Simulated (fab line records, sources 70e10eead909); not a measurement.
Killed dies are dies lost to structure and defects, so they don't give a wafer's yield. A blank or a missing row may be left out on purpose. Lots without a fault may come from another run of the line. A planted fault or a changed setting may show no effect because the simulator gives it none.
Which tool did it? | flow nand_harc | 13 lots, 37 wafers sampled, at 5 steps of a route of 1302

WHAT THE GAUGES READ, wafer by wafer
NHARC_P_M1_CD_MEAS_09: target cd 130 nm.
lot  | measured     | on        | cd_nm (nm)
L182 | day 6 04:43  | cd_sem-03 | 130.6 131.5 130.4
L183 | day 6 17:49  | cd_sem-02 | 131.3 130.3 128.9
L184 | day 6 22:55  | cd_sem-02 | 130.7 131.6 130.2
L187 | day 8 05:41  | cd_sem-02 | 131.1 130.2 130.1
L188 | day 8 19:05  | cd_sem-01 | 129.4 129.6 129.5
L189 | day 9 08:55  | cd_sem-01 | 131.0 130.5 130.5
L191 | day 10 05:23 | cd_sem-03 | 129.7 129.2 130.5
L193 | day 11 07:32 | cd_sem-01 | 131.0 129.4 130.3
L197 | day 12 06:31 | cd_sem-03 | 130.2
L200 | day 13 21:06 | cd_sem-01 | 130.2 129.8 129.6
L202 | day 14 16:46 | cd_sem-03 | 129.5 130.0 129.4
L203 | day 15 06:26 | cd_sem-03 | 130.6 129.7 129.4
L204 | day 15 15:16 | cd_sem-01 | 130.5 130.2 131.1

NHARC_END_SORT_01.
lot  | measured     | on        | defect_limited_yield (%) | killed_at_array | killed_at_other | killed_at_periphery | killed_dies | killed_open | killed_short
L182 | day 24 08:58 | prober-02 | 96.5 96.5 97.3           | 21 22 18        | 0 0 0           | 3 2 0               | 24 24 18    | 1 1 2       | 2 3 0
L183 | day 25 01:17 | prober-01 | 90.7 87.6 90.7           | 60 80 61        | 0 0 0           | 3 4 2               | 63 84 63    | 1 5 0       | 2 6 1
L184 | day 25 09:04 | prober-01 | 91.3 89.5 89.7           | 56 67 70        | 1 0 0           | 2 4 0               | 59 71 70    | 3 2 2       | 1 2 3
L187 | day 27 07:38 | prober-01 | 91.1 92.0 90.0           | 53 52 63        | 3 1 3           | 4 1 2               | 60 54 68    | 7 4 3       | 6 2 4
L188 | day 27 16:59 | prober-01 | 92.2 93.1 92.2           | 47 39 44        | 3 3 1           | 3 5 8               | 53 47 53    | 3 1 2       | 4 0 4
L189 | day 27 08:28 | prober-02 | 88.8 87.1 89.5           | 66 75 67        | 1 2 1           | 9 10 3              | 76 87 71    | 3 4 4       | 1 4 2
L191 | day 28 11:05 | prober-02 | 89.4 87.9 88.9           | 71 81 73        | 1 0 1           | 0 1 1               | 72 82 75    | 4 1 3       | 2 4 2
L193 | day 29 09:19 | prober-01 | 92.0 91.1 92.5           | 48 51 48        | 0 1 0           | 6 8 3               | 54 60 51    | 1 5 0       | 1 0 3
L197 | day 30 21:39 | prober-01 | 32.2                     | 45              | 0               | 414                 | 459         | 1           | 2
L200 | day 31 17:56 | prober-02 | 90.7 88.2 87.0           | 61 75 81        | 0 0 4           | 2 5 3               | 63 80 88    | 3 1 3       | 3 2 4
L202 | day 32 19:13 | prober-01 | 87.4 90.1 88.5           | 78 60 72        | 0 0 0           | 7 7 6               | 85 67 78    | 3 5 1       | 5 3 3
L203 | day 33 12:05 | prober-02 | 91.9 90.7 90.7           | 50 61 60        | 1 0 2           | 4 2 1               | 55 63 63    | 2 4 1       | 1 3 3
L204 | day 34 02:20 | prober-01 | 93.6 93.2 93.9           | 38 40 39        | 0 2 1           | 5 4 1               | 43 46 41    | 1 1 2       | 4 3 1

WHICH TOOL RAN EACH LOT (tool, then ch and the chambers of the sampled wafers, then the start)
lot  | NHARC_P_M1_PVD_20                       | NHARC_P_M1_PVD_21                       | NHARC_P_M1_ECD_22
L182 | pvd_sputter-03, day 6 06:17 or earlier  | pvd_sputter-03, day 6 06:17 or earlier  | ecd_cu-01 ch 0,1, day 6 06:17
L183 | pvd_sputter-03, day 6 19:28 or earlier  | pvd_sputter-03, day 6 19:28 or earlier  | ecd_cu-01 ch 0,1, day 6 19:28
L184 | pvd_sputter-03, day 7 00:37 or earlier  | pvd_sputter-03, day 7 00:37 or earlier  | ecd_cu-01 ch 0,1, day 7 00:37
L187 | pvd_sputter-01, day 8 07:25 or earlier  | pvd_sputter-01, day 8 07:25 or earlier  | ecd_cu-02 ch 0,1, day 8 07:25
L188 | pvd_sputter-02, day 8 20:47 or earlier  | pvd_sputter-02, day 8 20:47 or earlier  | ecd_cu-02 ch 0,1, day 8 20:47
L189 | pvd_sputter-02, day 9 10:31 or earlier  | pvd_sputter-02, day 9 10:31 or earlier  | ecd_cu-02 ch 0,1, day 9 10:31
L191 | pvd_sputter-02, day 10 06:56 or earlier | pvd_sputter-02, day 10 06:56 or earlier | ecd_cu-01 ch 0,1, day 10 06:56
L193 | pvd_sputter-03, day 11 09:07 or earlier | pvd_sputter-03, day 11 09:07 or earlier | ecd_cu-01 ch 0,1, day 11 09:07
L197 | pvd_sputter-02, day 12 08:08 or earlier | pvd_sputter-02, day 12 08:08 or earlier | ecd_cu-01 ch 1, day 12 08:08
L200 | pvd_sputter-01, day 13 22:41 or earlier | pvd_sputter-01, day 13 22:41 or earlier | ecd_cu-02 ch 0,1, day 13 22:41
L202 | pvd_sputter-03, day 14 18:26 or earlier | pvd_sputter-03, day 14 18:26 or earlier | ecd_cu-02 ch 0,1, day 14 18:26
L203 | pvd_sputter-02, day 15 08:07 or earlier | pvd_sputter-02, day 15 08:07 or earlier | ecd_cu-02 ch 0,1, day 15 08:07
L204 | pvd_sputter-01, day 15 16:53 or earlier | pvd_sputter-01, day 15 16:53 or earlier | ecd_cu-01 ch 0,1, day 15 16:53
- NHARC_P_M1_PVD_20: deposits TaN, target thk 5 nm, time 8.06 s.
- NHARC_P_M1_PVD_21: deposits Cu, target thk 30 nm, time 20.49 s.
- NHARC_P_M1_ECD_22: material Cu, target thk 400 nm.

WHAT THE TOOLS THEMSELVES READ (means of the sampled wafers that have a number; where no wafer has one, the mark that the record gives instead)
NHARC_P_M1_PVD_20.
lot  | tool           | throttle_valve_pct (%)
L182 | pvd_sputter-03 | 29.8
L183 | pvd_sputter-03 | 30.3
L184 | pvd_sputter-03 | 28.9
L187 | pvd_sputter-01 | 31.5
L188 | pvd_sputter-02 | 29.2
L189 | pvd_sputter-02 | 29.1
L191 | pvd_sputter-02 | 29.1
L193 | pvd_sputter-03 | 30.0
L197 | pvd_sputter-02 | 29.3
L200 | pvd_sputter-01 | 30.2
L202 | pvd_sputter-03 | 30.0
L203 | pvd_sputter-02 | 29.2
L204 | pvd_sputter-01 | 30.7

NHARC_P_M1_PVD_21.
lot  | tool           | throttle_valve_pct (%)
L182 | pvd_sputter-03 | 28.9
L183 | pvd_sputter-03 | 29.7
L184 | pvd_sputter-03 | 29.1
L187 | pvd_sputter-01 | 30.8
L188 | pvd_sputter-02 | 29.1
L189 | pvd_sputter-02 | 29.0
L191 | pvd_sputter-02 | 29.0
L193 | pvd_sputter-03 | 30.1
L197 | pvd_sputter-02 | 29.1
L200 | pvd_sputter-01 | 30.3
L202 | pvd_sputter-03 | 30.2
L203 | pvd_sputter-02 | 28.9
L204 | pvd_sputter-01 | 31.8

THE ANSWER, worked out from the rows above alone
Rule: what is usual is taken from the lots themselves. Put in order of their means at a reading, lots are off if they are a third of the lots or fewer, leave a main group of 4 or more, and stand apart from it by a gap of 3 or more times the standard deviation of the main group's means; of several such gaps the widest counts. A main group whose means are all the same, to the digits that the tables above print for the reading, isn't used. A lot without any number at a reading at which 4 lots or more have one is off too. The other lots that the step has rows for count as sound. The gauges are gone through in route order, then the tools' own readings, and for those a lot's mean is taken as printed above. The first step at which some lot is off is used, and at that step the reading that is off furthest; a lot without a number counts as furthest.
Off: L197, at NHARC_END_SORT_01 (killed_at_periphery). The main group: mean 3.6, standard deviation 2.
A tool fits if, at a process step before that reading, it ran every lot that is off, and no sound lot after the first of them. The gauges at NHARC_END_SORT_01 are tried like those tools. NHARC_P_M1_PVD_20 gives no start for some lots, so the hours and the order of its lots are those of NHARC_P_M1_ECD_22. NHARC_P_M1_PVD_21 gives no start for some lots, so the hours and the order of its lots are those of NHARC_P_M1_ECD_22. None of those tried fits.

WHAT THE SIMULATOR HAD PUT IN
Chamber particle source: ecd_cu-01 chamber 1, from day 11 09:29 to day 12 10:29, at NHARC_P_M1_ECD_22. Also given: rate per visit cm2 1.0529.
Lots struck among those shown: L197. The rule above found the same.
